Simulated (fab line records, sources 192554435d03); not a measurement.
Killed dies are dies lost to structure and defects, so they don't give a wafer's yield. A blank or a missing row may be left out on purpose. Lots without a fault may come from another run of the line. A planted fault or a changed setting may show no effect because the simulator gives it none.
Problem report in the 8D (eight disciplines) form, filled by code | flow n5_finfet | the parts of the form that need people (team, actions taken, sign-off) are left out

1. THE PROBLEM
susceptor_temp_C at N5_MOL_CONTACT_COAG_ALD_123 reads a mean of 417.42 C on 6 wafers of 2 lots; wafers without a fault read 400.00 C with a standard deviation of 0.22. That is +79 standard deviations from the usual mean.
The step: deposits SiNx, target thk 5 nm, pulse time 1 s, purge time 2 s.
First seen on wafer L413.1, day 9 05:56, on ald_sin-01. The record holds 18 wafers of 6 lots with a number at this step. Rule for "out", or "out of limits": more than 4 standard deviations from the usual mean. The other wafers with a number count as sound.

2. WHAT IT IS AND WHAT IT IS NOT
question                    | is                     | is not
which readings at this step | susceptor_temp_C       | precursor_pulse_height_rel
which lots                  | L413, L415             | L397, L410, L414, L420
which wafers of those lots  | all that have a number | -
read on which tools         | ald_sin-01             | ald_sin-02, ald_sin-03
when                        | from day 9 05:56       | up to then (6 sound wafers); but 6 sound wafers of L414, L420 came after

3. SUSPECTS, AND WHAT RULES EACH OUT
Counting: a tool at a process step up to the reading stays a suspect if it ran every lot that is out and no sound lot after the first of them.
- cmp-02 at N5_MOL_CONTACT_COAG_CMP_23 (polishes, stops on SiO2, t overpolish 1.5 s, target thk 0 nm): kept. It ran every lot that is out, first L413 (day 9 03:05), and no sound lot after that; its last sound lot up to then is L410 (day 8 09:19).
- ald_sin-01 at N5_MOL_CONTACT_COAG_ALD_123 (deposits SiNx, target thk 5 nm, pulse time 1 s, purge time 2 s): kept. It ran every lot that is out, first L413 (day 9 05:56), and no sound lot after that; its last sound lot up to then is L410 (day 8 12:08). Its own readings are out on those wafers: susceptor_temp_C.
Left after counting: cmp-02 at N5_MOL_CONTACT_COAG_CMP_23, ald_sin-01 at N5_MOL_CONTACT_COAG_ALD_123.

4. THE CAUSE (what the simulator had put in)
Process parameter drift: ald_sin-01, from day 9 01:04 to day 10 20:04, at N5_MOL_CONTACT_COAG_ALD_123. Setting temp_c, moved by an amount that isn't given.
Counting left 2 suspects, and this tool is among them.

5. THE CHAIN OF EFFECTS, in route order
Each row: a reading whose mean over the struck wafers that have a number lies more than 3 standard deviations from the usual. Only readings for which the record gives a usual standard deviation are gone through. hours: the time from each lot's start at the first step in this table that gives one to its start at this step, as a median over the lots. sigmas: the change in usual standard deviations.
hours | step                        | reading          | usual    | on struck wafers | change | sigmas
0     | N5_MOL_CONTACT_COAG_ALD_123 | susceptor_temp_C | 400.00 C | 417.42           | +17.42 | +79
The process steps in it:
- N5_MOL_CONTACT_COAG_ALD_123: deposits SiNx, target thk 5 nm, pulse time 1 s, purge time 2 s.
Later measuring or inspecting steps at which every struck wafer that the step has a row for has a number for every such reading, and none has moved that far: N5_BEOL_M4_RC_MEAS_101.

6. WHAT WOULD HAVE CAUGHT IT SOONER
In this record the first reading out of limits was taken at day 9 05:56, 5 hours after the fault began at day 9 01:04.
